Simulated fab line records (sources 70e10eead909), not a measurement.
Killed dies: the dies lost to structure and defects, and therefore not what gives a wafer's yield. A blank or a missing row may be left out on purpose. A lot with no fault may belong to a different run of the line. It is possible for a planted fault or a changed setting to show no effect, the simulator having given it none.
fab line records + flow nand_harc
record:
- lots: 12
- wafers: 36
- last_day: 24
route steps=1159 shown A_CONTACT@938 END@1159
lots untouched by any fault: they come from a run of this same line in which no faults occurred
start_h: hours from the record's opening day to when the first of the lot's shown wafers began + wait_h: hours from the lot's prior step to this one + " identical to the entry in the row above + L1.1+2: a single row standing in for several wafers + - no value present, or no start provided + * or withheld: withheld + < > ~ a bound
route shown NAME@n: names a module that has steps shown in the file, with the first one's number in the route + usual: mean/standard deviation of fault-free wafers + same: alike in all rows + chamber/n: place in a boat + sites: each site's reading + _std_site: standard deviation of those values + _edge_site: inner sites' mean taken away from outer sites' mean + radius_mm: how far each site lies from the wafer's centre + mask NAME#n: copy n + behind: tool/chamber where the wafer was last shaped + hold: why the lot went on hold/how many hours it stayed there/how the hold came to an end + device: whichever transistor did not switch (one of n, p or np) + end of line: the same wafers' tests at the end of the route + where a step has no rows: the recipe by itself + killed: dies that structure and defects cost at the first sort, which is not the same as the wafer's yield + map: a wafer's dies, x killed, . not, _ none there
set.NAME: the setting that was run; set.NAME@STEP: the one run at that earlier step + model.NAME: the simulator's own value behind a step, which no gauge read
one table for each step of the route and one row for each wafer, over a sample of lots
services: a tool's chamber out of use, with start hour (start_h, from the record's first day; less than 0 if before it), hours out, and reason
== steps ==
step: NHARC_A_CONTACT_DESCUM_13
recipe:
- time_s: 3
- o2_flow_sccm: 200
- ar_flow_sccm: 0
- bias_power_w: 0
- chemistry: O2
usual:
- drypump_motor_current_A: 5.5/0.34
- oes_product_au: 1.001/0.008
- rf_vpp_V: 57.5/0.99
- showerhead_plenum_p_Torr: 1.86/0.1
- throttle_valve_pct: 11.311/0.0087
| lot.wafer | tool        | chamber | start_h | wait_h | drypump_motor_current_A | oes_product_au | rf_hours_counter_h | rf_vpp_V | showerhead_plenum_p_Torr | throttle_valve_pct |
|-----------|-------------|---------|---------|--------|-------------------------|----------------|--------------------|----------|--------------------------|--------------------|
| L887.4    | rie_diel-11 | 2       | 392.88  | 0.1    | 5.9                     | 0.998          | 4                  | 57.6     | 1.78                     | 11.309             |
| L887.1    | "           | 0       | "       | "      | 5.2                     | 0.990          | 3                  | 58.1     | 1.98                     | 11.322             |
| L887.6    | "           | 1       | "       | "      | 5.6                     | 0.997          | -                  | 57.3     | 1.77                     | 11.306             |
| L888.2    | rie_diel-09 | 2       | 396.52  | 0.1    | 6.4                     | 1.009          | 50                 | 58.0     | 1.96                     | 11.311             |
| L888.3    | "           | 3       | "       | "      | 5.3                     | 0.995          | 49                 | 57.3     | 1.93                     | 11.320             |
| L888.6    | "           | 1       | "       | "      | 5.0                     | 1.000          | -                  | 57.1     | 1.82                     | 11.305             |
| L892.2    | rie_diel-11 | 1       | 433.02  | 0.1    | 5.7                     | 1.005          | 7                  | 56.9     | 1.77                     | 11.317             |
| L892.3    | "           | 2       | "       | "      | 5.9                     | 0.988          | 8                  | 57.6     | 1.78                     | 11.314             |
| L892.5    | "           | 0       | "       | "      | 5.2                     | 1.008          | -                  | 56.8     | 1.97                     | 11.307             |
| L893.1    | rie_diel-11 | 3       | 434.05  | 0.1    | 5.2                     | 1.008          | 7                  | 58.9     | 1.77                     | 11.305             |
| L893.2    | "           | 1       | "       | "      | 5.6                     | 1.002          | 8                  | 58.2     | 1.77                     | 11.315             |
| L893.5    | "           | 2       | "       | "      | 5.9                     | 1.004          | -                  | 58.3     | 1.78                     | 11.314             |
| L894.2    | rie_diel-09 | 0       | 440.45  | 0.1    | 5.4                     | 1.004          | 0                  | 58.5     | 2.06                     | 11.311             |
| L894.1    | "           | 2       | "       | "      | 6.4                     | 0.992          | 0                  | 58.0     | 1.96                     | 11.315             |
| L894.4    | "           | 0       | "       | "      | 5.4                     | 1.012          | -                  | 56.6     | 2.06                     | 11.306             |
| L899.3    | rie_diel-11 | 2       | 451.10  | 0.1    | 5.9                     | 0.996          | 14                 | 55.0     | 1.78                     | 11.310             |
| L899.1    | "           | 0       | "       | "      | 5.2                     | 1.010          | 13                 | 58.7     | 1.97                     | 11.304             |
| L899.5    | "           | 2       | "       | "      | 5.9                     | 0.993          | -                  | 57.9     | 1.78                     | 11.307             |
| L898.1    | rie_diel-11 | 2       | 452.24  | 0.1    | 5.8                     | 0.997          | 14                 | 56.6     | 1.78                     | 11.303             |
| L898.4    | "           | 3       | "       | "      | 5.2                     | 1.005          | 13                 | 57.1     | 1.77                     | 11.320             |
| L898.2    | "           | 0       | "       | "      | 5.2                     | 1.003          | 13                 | 58.8     | 1.97                     | 11.316             |
| L900.4    | rie_diel-10 | 1       | 485.15  | 0.1    | 5.4                     | 1.001          | 47                 | 58.5     | 1.97                     | 11.328             |
| L900.3    | "           | 0       | "       | "      | 5.3                     | 1.005          | 46                 | 58.6     | 1.91                     | 11.318             |
| L900.6    | "           | 2       | "       | "      | 5.7                     | 1.005          | -                  | 56.4     | 1.77                     | 11.309             |
| L905.2    | rie_diel-09 | 3       | 505.32  | 0.1    | 5.3                     | 0.998          | 21                 | 57.2     | 1.91                     | 11.315             |
| L905.6    | "           | 0       | "       | "      | 5.4                     | 1.016          | -                  | 58.3     | 2.05                     | 11.318             |
| L905.5    | "           | 1       | "       | "      | 5.0                     | 0.984          | -                  | 56.6     | 1.81                     | 11.312             |
| L906.1    | rie_diel-11 | 1       | 518.53  | 0.1    | 5.7                     | 1.010          | 26                 | 56.9     | 1.76                     | 11.309             |
| L906.2    | "           | 0       | "       | "      | 5.2                     | 0.994          | 26                 | 57.9     | 1.97                     | 11.318             |
| L906.4    | "           | 1       | "       | "      | 5.7                     | 1.003          | -                  | 58.9     | 1.76                     | 11.309             |
| L907.2    | rie_diel-11 | 0       | 519.93  | 0.1    | 5.2                     | 0.999          | 27                 | 59.7     | 1.97                     | 11.313             |
| L907.3    | "           | 1       | "       | "      | 5.7                     | 0.999          | 26                 | 58.2     | 1.76                     | 11.300             |
| L907.4    | "           | 2       | "       | "      | 5.9                     | 0.986          | -                  | 56.6     | 1.78                     | 11.306             |
| L909.4    | rie_diel-10 | 0       | 524.17  | 0.1    | 5.4                     | 1.010          | 60                 | 56.0     | 1.91                     | 11.305             |
| L909.5    | "           | 2       | "       | "      | 5.7                     | 0.997          | -                  | 56.0     | 1.76                     | 11.309             |
| L909.6    | "           | 3       | "       | "      | 5.4                     | 1.007          | -                  | 56.9     | 1.92                     | 11.307             |
step: NHARC_A_CONTACT_ETCH_89
recipe:
- target_depth_a: 2600
- over_etch_frac: 0.3
- time_s: 475.3
- ion_energy_ev: 200
- n2_flow_sccm: 150
- h2_flow_sccm: 150
- ar_flow_sccm: 0
- rf_w: 400
- bias_w: 150
- chemistry: N2/H2
usual:
- bias_w: 150.0/0.42
- chamber_pressure_mTorr: 29.999/0.027
- drypump_motor_current_A: 5.5/0.34
- oes_product_au: 1.001/0.0081
- rf_vpp_V: 429/3.2
- showerhead_plenum_p_Torr: 1.98/0.11
- throttle_valve_pct: 14.171/0.0095
| lot.wafer | tool        | chamber | start_h | wait_h | bias_w | chamber_pressure_mTorr | drypump_motor_current_A | oes_product_au | rf_hours_counter_h | rf_vpp_V | showerhead_plenum_p_Torr | throttle_valve_pct |
|-----------|-------------|---------|---------|--------|--------|------------------------|-------------------------|----------------|--------------------|----------|--------------------------|--------------------|
| L887.4    | rie_diel-11 | 1       | -       | -      | 150.5  | 29.987                 | 5.7                     | 0.996          | 4                  | 427      | 1.88                     | 14.164             |
| L887.1    | "           | 2       | "       | "      | 149.4  | 30.037                 | 5.9                     | 0.974          | 4                  | 426      | 1.90                     | 14.183             |
| L887.6    | "           | 2       | "       | "      | 149.6  | 29.994                 | 5.9                     | 0.992          | -                  | 427      | 1.90                     | 14.178             |
| L888.3    | rie_diel-09 | 0       | -       | -      | 150.3  | 30.011                 | 5.4                     | 0.997          | 43                 | 434      | 2.20                     | 14.173             |
| L888.2    | "           | 3       | "       | "      | 150.4  | 30.001                 | 5.4                     | 0.997          | 49                 | 431      | 2.05                     | 14.162             |
| L888.6    | "           | 1       | "       | "      | 149.6  | 30.005                 | 5.0                     | 1.005          | -                  | 427      | 1.94                     | 14.180             |
| L892.2    | rie_diel-11 | 1       | -       | -      | 149.8  | 29.978                 | 5.7                     | 0.999          | 7                  | 427      | 1.88                     | 14.184             |
| L892.3    | "           | 2       | "       | "      | 150.4  | 30.015                 | 5.9                     | 0.993          | 8                  | 426      | 1.90                     | 14.166             |
| L892.5    | "           | 2       | "       | "      | 149.7  | 30.033                 | 5.9                     | 1.003          | -                  | 426      | 1.90                     | 14.179             |
| L893.2    | rie_diel-11 | 0       | -       | -      | 149.6  | 29.992                 | 5.2                     | 1.007          | 8                  | 432      | 2.11                     | 14.184             |
| L893.1    | "           | 1       | "       | "      | 149.8  | 29.995                 | 5.7                     | 1.006          | 8                  | 424      | 1.88                     | 14.157             |
| L893.5    | "           | 0       | "       | "      | 150.5  | 30.074                 | 5.2                     | 1.013          | -                  | 432      | 2.11                     | 14.178             |
| L894.2    | rie_diel-09 | 2       | 440.71  | 0.1    | 149.3  | 29.975                 | 6.4                     | 1.007          | 0                  | 432      | 2.09                     | 14.171             |
| L894.1    | "           | 0       | "       | "      | 148.9  | 29.963                 | 5.4                     | 1.010          | 0                  | 434      | 2.20                     | 14.181             |
| L894.4    | "           | 2       | "       | "      | 150.7  | 30.002                 | 6.4                     | 1.003          | -                  | 433      | 2.09                     | 14.160             |
| L899.3    | rie_diel-11 | 2       | -       | -      | 149.9  | 30.022                 | 5.9                     | 0.996          | 14                 | 427      | 1.89                     | 14.163             |
| L899.1    | "           | 3       | "       | "      | 150.3  | 30.000                 | 5.2                     | 0.997          | 12                 | 427      | 1.88                     | 14.159             |
| L899.5    | "           | 1       | "       | "      | 150.2  | 29.970                 | 5.6                     | 1.004          | -                  | 427      | 1.88                     | 14.187             |
| L898.4    | rie_diel-11 | 3       | -       | -      | 149.6  | 30.018                 | 5.2                     | 0.991          | 13                 | 426      | 1.88                     | 14.159             |
| L898.2    | "           | 1       | "       | "      | 150.0  | 29.969                 | 5.7                     | 1.000          | 13                 | 425      | 1.88                     | 14.177             |
| L898.1    | "           | 2       | "       | "      | 149.5  | 29.988                 | 5.9                     | 0.988          | 14                 | 425      | 1.89                     | 14.164             |
| L900.4    | rie_diel-10 | 0       | -       | -      | 149.3  | 29.957                 | 5.3                     | 1.005          | 46                 | 431      | 2.04                     | 14.157             |
| L900.3    | "           | 1       | "       | "      | 150.0  | 29.995                 | 5.4                     | 0.998          | 47                 | 433      | 2.10                     | 14.163             |
| L900.6    | "           | 3       | "       | "      | 151.1  | 29.993                 | 5.4                     | 1.008          | -                  | 431      | 2.06                     | 14.167             |
| L905.2    | rie_diel-09 | 2       | -       | -      | 149.9  | 29.972                 | 6.4                     | 0.995          | 19                 | 432      | 2.08                     | 14.166             |
| L905.6    | "           | 1       | "       | "      | 151.1  | 30.002                 | 5.0                     | 0.991          | -                  | 427      | 1.92                     | 14.177             |
| L905.5    | "           | 2       | "       | "      | 150.3  | 29.949                 | 6.4                     | 0.993          | -                  | 433      | 2.08                     | 14.179             |
| L906.2    | rie_diel-11 | 2       | -       | -      | 150.5  | 30.009                 | 5.9                     | 0.993          | 27                 | 426      | 1.89                     | 14.174             |
| L906.1    | "           | 0       | "       | "      | 149.6  | 30.005                 | 5.2                     | 0.990          | 27                 | 431      | 2.10                     | 14.162             |
| L906.4    | "           | 0       | "       | "      | 149.3  | 29.973                 | 5.2                     | 0.996          | -                  | 430      | 2.10                     | 14.165             |
| L907.3    | rie_diel-11 | 1       | -       | -      | 150.7  | 29.931                 | 5.6                     | 1.008          | 26                 | 427      | 1.87                     | 14.178             |
| L907.2    | "           | 2       | "       | "      | 149.7  | 29.995                 | 5.9                     | 0.985          | 28                 | 426      | 1.89                     | 14.159             |
| L907.4    | "           | 1       | "       | "      | 149.6  | 30.024                 | 5.6                     | 1.005          | -                  | 427      | 1.87                     | 14.172             |
| L909.4    | rie_diel-10 | 2       | -       | -      | 150.1  | 30.041                 | 5.7                     | 0.991          | 56                 | 425      | 1.88                     | 14.183             |
| L909.5    | "           | 1       | "       | "      | 149.6  | 30.027                 | 5.4                     | 1.003          | -                  | 433      | 2.10                     | 14.170             |
| L909.6    | "           | 2       | "       | "      | 149.4  | 30.016                 | 5.7                     | 1.001          | -                  | 425      | 1.88                     | 14.168             |
step: NHARC_A_CONTACT_ETCH_137
recipe:
- source_w: withheld
- pressure_mtorr: 20
- bias_v: 3000
- time_s: 132
- target_depth_a: 12870
- ar_flow_sccm: withheld
- c4f8_flow_sccm: withheld
- o2_flow_sccm: withheld
- chemistry: C4F8/O2/Ar
usual:
- chamber_pressure_mTorr: 19.997/0.018
- oes_air_line_au: 0.998/0.022
| lot.wafer | tool            | chamber | start_h | wait_h | chamber_pressure_mTorr | oes_air_line_au | rf_hours_counter_h |
|-----------|-----------------|---------|---------|--------|------------------------|-----------------|--------------------|
| L887.1    | har_cap_etch-02 | 1       | 394.37  | 0.1    | 19.996                 | 0.994           | 14                 |
| L887.4    | "               | 1       | "       | "      | 20.002                 | 0.992           | -                  |
| L887.6    | "               | 0       | "       | "      | 19.994                 | 1.008           | -                  |
| L888.2    | har_cap_etch-02 | 0       | 397.96  | 0.1    | 19.962                 | 1.020           | 15                 |
| L888.3    | "               | 0       | "       | "      | 19.960                 | 1.008           | -                  |
| L888.6    | "               | 1       | "       | "      | 19.991                 | 0.984           | -                  |
| L892.2    | har_cap_etch-02 | 1       | 434.53  | 0.1    | 20.020                 | 1.020           | 19                 |
| L892.3    | "               | 1       | "       | "      | 20.018                 | 1.002           | -                  |
| L892.5    | "               | 0       | "       | "      | 20.023                 | 0.987           | -                  |
| L893.1    | har_cap_etch-03 | 0       | 435.52  | 0.1    | 20.001                 | 1.012           | 92                 |
| L893.2    | "               | 1       | "       | "      | 19.998                 | 0.958           | 92                 |
| L893.5    | "               | 0       | "       | "      | 19.996                 | 1.043           | -                  |
| L894.1    | har_cap_etch-02 | 1       | 442.81  | 0.1    | 19.965                 | 0.990           | 21                 |
| L894.2    | "               | 0       | "       | "      | 20.033                 | 1.004           | 21                 |
| L894.4    | "               | 1       | "       | "      | 20.015                 | 1.001           | -                  |
| L899.1    | har_cap_etch-03 | 0       | 452.55  | 0.1    | 19.985                 | 0.976           | 96                 |
| L899.3    | "               | 0       | "       | "      | 19.987                 | 0.984           | -                  |
| L899.5    | "               | 0       | "       | "      | 19.985                 | 0.964           | -                  |
| L898.1    | har_cap_etch-02 | 0       | 453.68  | 0.1    | 19.979                 | 1.002           | 23                 |
| L898.2    | "               | 1       | "       | "      | 19.993                 | 1.032           | 23                 |
| L898.4    | "               | 0       | "       | "      | 19.994                 | 1.001           | -                  |
| L900.3    | har_cap_etch-02 | 0       | 486.99  | 0.1    | 20.010                 | 0.989           | -                  |
| L900.4    | "               | 1       | "       | "      | 19.980                 | 0.987           | -                  |
| L900.6    | "               | 0       | "       | "      | 19.988                 | 1.002           | -                  |
| L905.2    | har_cap_etch-01 | 1       | 506.75  | 0.1    | 20.011                 | 1.014           | 77                 |
| L905.5    | "               | 0       | "       | "      | 20.022                 | 0.987           | -                  |
| L905.6    | "               | 1       | "       | "      | 19.997                 | 1.007           | -                  |
| L906.1    | har_cap_etch-03 | 0       | 520.16  | 0.1    | 19.985                 | 0.979           | 107                |
| L906.2    | "               | 1       | "       | "      | 19.986                 | 1.013           | 107                |
| L906.4    | "               | 0       | "       | "      | 20.020                 | 0.997           | -                  |
| L907.2    | har_cap_etch-01 | 0       | 521.55  | 0.1    | 19.987                 | 0.971           | 81                 |
| L907.3    | "               | 0       | "       | "      | 20.034                 | 1.000           | -                  |
| L907.4    | "               | 1       | "       | "      | 19.988                 | 0.979           | -                  |
| L909.4    | har_cap_etch-02 | 1       | 525.69  | 0.1    | 19.981                 | 1.025           | -                  |
| L909.6    | "               | 1       | "       | "      | 20.005                 | 1.005           | -                  |
| L909.5    | "               | 0       | "       | "      | 20.025                 | 0.995           | -                  |
step: NHARC_A_CONTACT_ETCH_139
recipe:
- source_w: withheld
- pressure_mtorr: 20
- bias_v: 400
- time_s: 137
- target_depth_a: 5900
- ar_flow_sccm: withheld
- c4f8_flow_sccm: 11.5
- o2_flow_sccm: 7.2
- chemistry: C4F8/O2/Ar
usual:
- chamber_pressure_mTorr: 20.002/0.02
- oes_air_line_au: 0.999/0.019
| lot.wafer | tool            | chamber | start_h | wait_h | chamber_pressure_mTorr | oes_air_line_au | rf_hours_counter_h |
|-----------|-----------------|---------|---------|--------|------------------------|-----------------|--------------------|
| L887.1    | har_cap_etch-02 | 1       | 394.63  | 0.1    | 20.005                 | 1.005           | 14                 |
| L887.4    | "               | 1       | "       | "      | 19.979                 | 1.016           | -                  |
| L887.6    | "               | 0       | "       | "      | 20.009                 | 0.976           | -                  |
| L888.2    | har_cap_etch-02 | 0       | 398.22  | 0.1    | 19.987                 | 1.022           | 15                 |
| L888.3    | "               | 0       | "       | "      | 19.996                 | 1.015           | -                  |
| L888.6    | "               | 1       | "       | "      | 20.022                 | 0.994           | -                  |
| L892.2    | har_cap_etch-02 | 1       | 434.78  | 0.1    | 19.994                 | 0.978           | 19                 |
| L892.3    | "               | 1       | "       | "      | 19.991                 | 0.940           | -                  |
| L892.5    | "               | 0       | "       | "      | 19.999                 | 1.007           | -                  |
| L893.1    | har_cap_etch-03 | 0       | 435.77  | 0.1    | 20.013                 | 0.998           | 92                 |
| L893.2    | "               | 1       | "       | "      | 19.978                 | 0.989           | 92                 |
| L893.5    | "               | 0       | "       | "      | 19.977                 | 1.013           | -                  |
| L894.1    | har_cap_etch-02 | 1       | 443.13  | 0.1    | 19.962                 | 0.979           | 21                 |
| L894.2    | "               | 0       | "       | "      | 19.996                 | 1.014           | 21                 |
| L894.4    | "               | 1       | "       | "      | 19.979                 | 1.001           | -                  |
| L899.1    | har_cap_etch-03 | 0       | 452.82  | 0.1    | -                      | -               | -                  |
| L899.3    | "               | 0       | "       | "      | -                      | -               | -                  |
| L899.5    | "               | 0       | "       | "      | -                      | -               | -                  |
| L898.1    | har_cap_etch-02 | 0       | 453.92  | 0.1    | -                      | -               | -                  |
| L898.2    | "               | 1       | "       | "      | -                      | -               | -                  |
| L898.4    | "               | 0       | "       | "      | -                      | -               | -                  |
| L900.3    | har_cap_etch-02 | 0       | 487.27  | 0.1    | 19.981                 | 1.003           | -                  |
| L900.4    | "               | 1       | "       | "      | 19.980                 | 1.010           | -                  |
| L900.6    | "               | 0       | "       | "      | 19.973                 | 1.001           | -                  |
| L905.2    | har_cap_etch-01 | 1       | 507.01  | 0.1    | 19.995                 | 0.994           | 77                 |
| L905.5    | "               | 0       | "       | "      | 20.002                 | 0.984           | -                  |
| L905.6    | "               | 1       | "       | "      | 20.017                 | 0.991           | -                  |
| L906.1    | har_cap_etch-03 | 0       | 520.40  | 0.1    | 20.024                 | 0.999           | 107                |
| L906.2    | "               | 1       | "       | "      | 20.007                 | 1.034           | 107                |
| L906.4    | "               | 0       | "       | "      | 19.972                 | 1.000           | -                  |
| L907.2    | har_cap_etch-01 | 0       | 521.80  | 0.1    | 19.999                 | 0.992           | 81                 |
| L907.3    | "               | 0       | "       | "      | 20.030                 | 0.971           | -                  |
| L907.4    | "               | 1       | "       | "      | 20.001                 | 0.988           | -                  |
| L909.4    | har_cap_etch-02 | 1       | 525.97  | 0.1    | 20.019                 | 0.999           | -                  |
| L909.6    | "               | 1       | "       | "      | 20.011                 | 0.998           | -                  |
| L909.5    | "               | 0       | "       | "      | 20.002                 | 1.002           | -                  |
step: NHARC_END_SORT_01
recipe:
- temp_c: 25
usual:
- killed_at_array: 25/9.5
- killed_at_other: 0.8/1.2
- killed_at_periphery: 3.4/2.2
- killed_dies: 29/10
- killed_open: 3.3/1.8
- killed_short: 2.1/1.4
same:
- gross_dies: 677
| lot.wafer | tool      | chamber | start_h | wait_h | killed_at_array | killed_at_other | killed_at_periphery | killed_dies | killed_open | killed_short |
|-----------|-----------|---------|---------|--------|-----------------|-----------------|---------------------|-------------|-------------|--------------|
| L898.1    | prober-01 | 0       | 510.82  | 2.5    | 675             | 0               | 2                   | 677         | 0           | 4            |
| L898.2    | prober-01 | 0       | 511.62  | 2.8    | 672             | 0               | 5                   | 677         | 1           | 5            |
| L898.4    | prober-01 | 0       | 513.22  | 3.4    | 671             | 0               | 6                   | 677         | 6           | 0            |
| L899.1    | prober-02 | 0       | 510.97  | 2.5    | 672             | 0               | 5                   | 677         | 6           | 3            |
| L899.3    | prober-02 | 0       | 512.59  | 3.1    | 671             | 0               | 6                   | 677         | 4           | 1            |
| L899.5    | prober-02 | 0       | 514.21  | 3.7    | 673             | 0               | 4                   | 677         | 3           | 3            |
killed by level:class
L898.1 A_CONTACT:area_etch=655 A_CHANNEL_HOLE_D1:chamber_film_flake=14 A_WL_FILL:chamber_film_flake=2 A_ONON_D1:geometric_particle:short=1 A_SGD_CUT:geometric_particle:short=1 A_BLC:geometric_particle:short=1 A_M1:geometric_particle:short=1 P_STI:chamber_film_flake=1
L899.1 A_CONTACT:area_etch=643 A_SLIT:chamber_film_flake=15 A_CHANNEL_HOLE_D1:chamber_film_flake=3 P_CONTACT:geometric_particle:open=2 A_CHANNEL_FILL_D1:geometric_particle:open=2 P_STI:chamber_film_flake=2 A_STAIRCASE:chamber_film_flake=2 A_ONON_D1:geometric_particle:short=1
L898.2 A_CONTACT:area_etch=643 A_CHANNEL_HOLE_D1:chamber_film_flake=18 A_STAIRCASE:chamber_film_flake=5 P_GATE:chamber_film_flake=2 A_WL_FILL:chamber_film_flake=2 P_STI:geometric_particle:short=1 P_GATE:geometric_particle:short=1 P_M2:geometric_particle:short=1
L899.3 A_CONTACT:area_etch=649 A_SLIT:chamber_film_flake=12 P_STI:chamber_film_flake=3 A_CHANNEL_HOLE_D1:chamber_film_flake=3 A_STAIRCASE:chamber_film_flake=3 A_CONTACT:geometric_particle:open=2 P_CONTACT:geometric_particle:open=1 P_M0:geometric_particle:open=1
L898.4 A_CONTACT:area_etch=640 A_CHANNEL_HOLE_D1:chamber_film_flake=20 A_STAIRCASE:chamber_film_flake=5 A_BLC:geometric_particle:open=2 A_M0:geometric_particle:open=2 P_GATE:chamber_film_flake=2 A_CONTACT:chamber_film_flake=2 P_CONTACT:geometric_particle:open=1
L899.5 A_CONTACT:area_etch=658 A_SLIT:chamber_film_flake=6 P_STI:chamber_film_flake=3 A_CHANNEL_FILL_D1:geometric_particle:short=2 A_CHANNEL_HOLE_D1:chamber_film_flake=2 P_GATE:geometric_particle:open=1 A_CHANNEL_FILL_D1:geometric_particle:open=1 A_WL_FILL:geometric_particle:short=1
== services ==
| tool            | chamber | start_h | hours | kind   |
|-----------------|---------|---------|-------|--------|
| rie_diel-11     | 0       | 375.50  | -     | clean  |
| rie_diel-11     | 1       | 375.50  | -     | clean  |
| rie_diel-11     | 2       | 375.50  | -     | clean  |
| rie_diel-11     | 3       | 375.50  | -     | clean  |
| rie_diel-11     | 3       | 384.36  | 7.9   | repair |
| rie_diel-11     | 0       | 400.00  | -     | clean  |
| rie_diel-11     | 1       | 400.00  | -     | clean  |
| rie_diel-11     | 2       | 400.00  | -     | clean  |
| rie_diel-11     | 3       | 400.00  | -     | clean  |
| har_cap_etch-02 | -       | 403.29  | 0.7   | repair |
| har_cap_etch-02 | -       | 409.52  | 0.7   | repair |
| rie_diel-10     | -       | 424.08  | 0.6   | repair |
| rie_diel-11     | 0       | 424.57  | -     | clean  |
| rie_diel-11     | 1       | 424.57  | -     | clean  |
| rie_diel-11     | 2       | 424.57  | -     | clean  |
| rie_diel-11     | 3       | 424.57  | -     | clean  |
| rie_diel-09     | -       | 431.17  | 9.0   | pm     |
| rie_diel-11     | 0       | 449.12  | -     | clean  |
| rie_diel-11     | 1       | 449.12  | -     | clean  |
| rie_diel-11     | 2       | 449.12  | -     | clean  |
| rie_diel-09     | 2       | 454.39  | 10.1  | repair |
| rie_diel-10     | 3       | 470.73  | 5.4   | repair |
| rie_diel-09     | 1       | 500.51  | 1.6   | repair |
| rie_diel-11     | 3       | 516.17  | 7.5   | repair |
== key ==
first_sign:
- step: NHARC_A_CONTACT_ETCH_139
- reading: tool_record
- direction: missing
effect:
- step: NHARC_END_SORT_01
- reading: killed_at_array
- direction: up
- sigmas: 68
- usual: 25
- struck: 672
more_kills_born_at:
- NHARC_A_CONTACT_ETCH_139@har_cap_etch-03: 1946
- NHARC_A_CONTACT_ETCH_139@har_cap_etch-02: 1938
met_at NHARC_A_CONTACT_ETCH_139
struck_lots L898,L899
later_rows_left_out L898.1,L898.2,L898.4,L899.1,L899.3,L899.5
tester_left_out L898,L899
not_acting_at NHARC_A_CONTACT_DESCUM_13,NHARC_A_CONTACT_ETCH_89,NHARC_A_CONTACT_ETCH_137
onset_between 443.13 452.82
fault:
- kind: skipped_step_whole
- tool: har_cap_etch-02,har_cap_etch-03
- chamber: -
- onset_h: 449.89
- steps: NHARC_A_CONTACT_ETCH_139
- scope: struck_lots_only
tester_left_out: of these lots the tester's yield and bins aren't shown, on N5 and GAA mostly nor the transistor test; their killed dies are dies lost to structure and defects alone, not to doping, threshold or leakage, so they don't give the yield
later_rows_left_out: the simulator's readings of these wafers behind a module that went badly wrong aren't trusted and aren't shown, but for the sort
